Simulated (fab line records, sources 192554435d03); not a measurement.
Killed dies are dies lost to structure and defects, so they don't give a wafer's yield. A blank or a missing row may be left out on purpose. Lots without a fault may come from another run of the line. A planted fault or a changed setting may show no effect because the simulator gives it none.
One fault seen from 2 desks | flow n5_finfet | each desk has only its own numbers; what lay behind them comes last

THE TOOL OWNER'S DESK: cvd_co-02
The tool's own readings at N5_BEOL_M3_CO_CAP_55 (material Co, precursor CCTBA/H2, target thk 2 nm, time 102.1 s): means of the sampled wafers that have a number, for each lot that ran on this tool. A lot is out of limits, marked OUT, if its mean lies more than 4 standard deviations from the usual mean; the brackets give that distance.
Columns: A = heater_power_w at N5_BEOL_M3_CO_CAP_55, usual 236 W; B = run_length_s at N5_BEOL_M3_CO_CAP_55, usual 125.2 s
lot  | first seen here | A   | B
L743 | day 8 09:53     | 249 | 144.1 (+44) OUT
L744 | day 8 16:26     | 253 | 143.9 (+43) OUT
L761 | day 12 19:50    | 236 | 125.3
This desk's finding: out of limits on L743, L744; first on L743, day 8 09:53 (run_length_s at N5_BEOL_M3_CO_CAP_55). In limits: L761.

THE METROLOGY DESK
What the gauges read, lot by lot, whatever tool the lot ran on: means of the sampled wafers that have a number. A lot is out of limits, marked OUT, if its mean lies more than 4 standard deviations from the usual mean; the brackets give that distance. Of its 11 readings 7 are shown: those that lie furthest out on some lot.
Columns: A = M3_THK at N5_BEOL_M3_THK_MEAS_53, usual 40.3 nm; B = IOFF_N at N5_BEOL_M4_RC_MEAS_101, usual 0.16 nA/um; C = ION_N at N5_BEOL_M4_RC_MEAS_101, usual 672 uA/um; D = ION_P at N5_BEOL_M4_RC_MEAS_101, usual 459 uA/um; E = SS_N at N5_BEOL_M4_RC_MEAS_101, usual 71.6 mV/dec; F = VT_N at N5_BEOL_M4_RC_MEAS_101, usual 250 mV; G = VT_P at N5_BEOL_M4_RC_MEAS_101, usual -250.5 mV
lot  | first seen here | A    | B    | C   | D   | E    | F   | G
L743 | day 8 09:48     | 40.5 | 0.17 | 678 | 464 | 71.4 | 247 | -249.8
L744 | day 8 16:22     | 41.5 | 0.16 | 666 | 454 | 71.5 | 250 | -251.8
L750 | day 10 02:46    | 39.1 | 0.16 | 663 | 457 | 71.9 | 252 | -249.9
L753 | day 11 07:26    | 40.7 | 0.19 | 673 | 458 | 72.1 | 249 | -249.4
L761 | day 12 19:46    | 40.7 | 0.18 | 680 | 461 | 72.0 | 248 | -249.3
L760 | day 12 20:52    | 40.6 | 0.14 | 673 | 456 | 71.4 | 253 | -254.9
This desk's finding: nothing out of limits on any of the 6 lots.

PUT TOGETHER
The tool owner's desk could have raised an alarm at day 8 09:53, on L743, L744.
The metrology desk saw nothing out of limits.
The metrology desk has L743, L744 on record, within its limits.
Of the lots named, all ran N5_BEOL_M3_CO_CAP_55 on cvd_co-02.

WHAT THE SIMULATOR HAD PUT IN
Process parameter drift: cvd_co-02, from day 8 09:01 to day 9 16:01, at N5_BEOL_M3_CO_CAP_55. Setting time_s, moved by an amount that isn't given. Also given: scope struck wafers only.
Lots struck among those shown: L743, L744.
Hours from the fault's start to each desk's first reading out of limits: the tool owner's desk, 1.
